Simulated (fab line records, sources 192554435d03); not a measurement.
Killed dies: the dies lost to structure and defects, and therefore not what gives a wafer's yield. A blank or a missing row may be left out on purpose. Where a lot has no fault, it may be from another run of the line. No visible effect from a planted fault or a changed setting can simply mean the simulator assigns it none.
A struck lot beside a sound one | flow n5-finfet | 13 out of 1938 route steps
Sound: wafers L389.1, L389.3, L389.6. Wafers L384.1, L384.3, L384.5 were the ones struck. The cause is named last.
At each step with rows: each side's tool, then ch and its chambers, then its first start. Under that, the readings that differ: sound wafers | struck wafers | difference of the means | sigmas: that difference in standard deviations of wafers without a fault.
alike: readings whose means differ by less than 2 such deviations, and words and numbers that are the same on both sides. not compared: withheld readings, readings that some wafer has no value for, bounds like >300 that may hide the same value, and numbers for which the record gives no deviation and whose values overlap.
Wherever a step has rows on one side only, a row that says differs or no value, or a row with sigmas, the two part there. Numbers that don't overlap but have no deviation are shown without sigmas and don't part them. A reading that every wafer of one side lacks parts them only if that side has two wafers or more.

first, 9 steps without rows for these wafers: N5_BEOL_M1_DEVELOP_27 (develop time 30 s); N5_BEOL_M1_DESCUM_33 (chemistry O2, time 7 s); N5_BEOL_M1_ETCH_77 (etches underlayer in N2/H2, target depth 6.5 nm, time 5.2 s); N5_BEOL_M1_ETCH_69 (etches SiARC in CF4, target depth 15.6 nm, time 26 s); N5_BEOL_M1_ALD_98 (deposits SiO2, target thk 2.5 nm, pulse time 1 s, co reactant pulse time 1 s); N5_BEOL_M1_ETCHBACK_99 (etches SiO2 in CHF3, target depth 5 nm, time 10.4 s); N5_BEOL_M1_ETCH_70 (etches SOC in N2/H2, target depth 80 nm, overetch 16 nm, time 120 s); N5_BEOL_M1_STRIP_71 (strips in N2/H2); N5_BEOL_M1_STRIP_78 (strips in N2/H2).
N5_BEOL_M1_VIA_ETCH_34: etches the open film in C4F6/O2, target depth 67.8 nm, time 64.4 s.
  sound on rie-diel-03 ch 1,3, day 9 16:44; struck on rie-diel-02 ch 1,3, day 8 11:25
  reading                                  | sound             | struck            | difference | sigmas
  bias-w (W)                               | 170.8 170.2 170.8 | 145.4 146.2 145.2 | -25.0      | -48
  rf-vpp-V (V)                             | 659 676 658       | 588 572 570       | -88        | -4
  showerhead-plenum-p-Torr (Torr)          | 2.71 2.78 2.71    | 2.85 3.03 3.03    | +0.24      | +2
  model.etch.depth-nm (nm)                 | 68.29 69.26 68.04 | 64.76 62.84 63.19 | -4.93      |
  model.SOC_of_BEOL_M1_COAT_67.thk-nm (nm) | 52.2 52.2 52.2    | 52.4 52.8 52.8    | +0.5       |
  alike: drypump-motor-current-A, oes_ar_750_au, oes_o_777_au, oes-product-au, throttle-valve-pct
  not compared: rf-hours-counter-h
then, 1 step without rows for these wafers: N5_BEOL_M1_STRIP_83 (strips in C4F6/O2).
N5_BEOL_M4_RC_MEAS_101:
  sound on prober-01 ch 0, day 11 03:21; struck on prober-01 ch 0, day 10 02:05
  alike: DIBL_N, DIBL_P, IOFF_N, IOFF_P, ION_N, ION_P, SS_N, SS_P, VT_N, VT_P
then, 1 step without rows for these wafers: N5_PASSIVATION_PROBE_49.

== WHERE THEY PART ==
Within this record, at N5_BEOL_M1_VIA_ETCH_34 only. Later steps at which nothing parts them and some readings are alike: N5_BEOL_M4_RC_MEAS_101.

WHY: what the simulator had put in
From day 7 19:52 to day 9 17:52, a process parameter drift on rie-diel-02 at N5_BEOL_M1_VIA_ETCH_34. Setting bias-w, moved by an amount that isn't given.
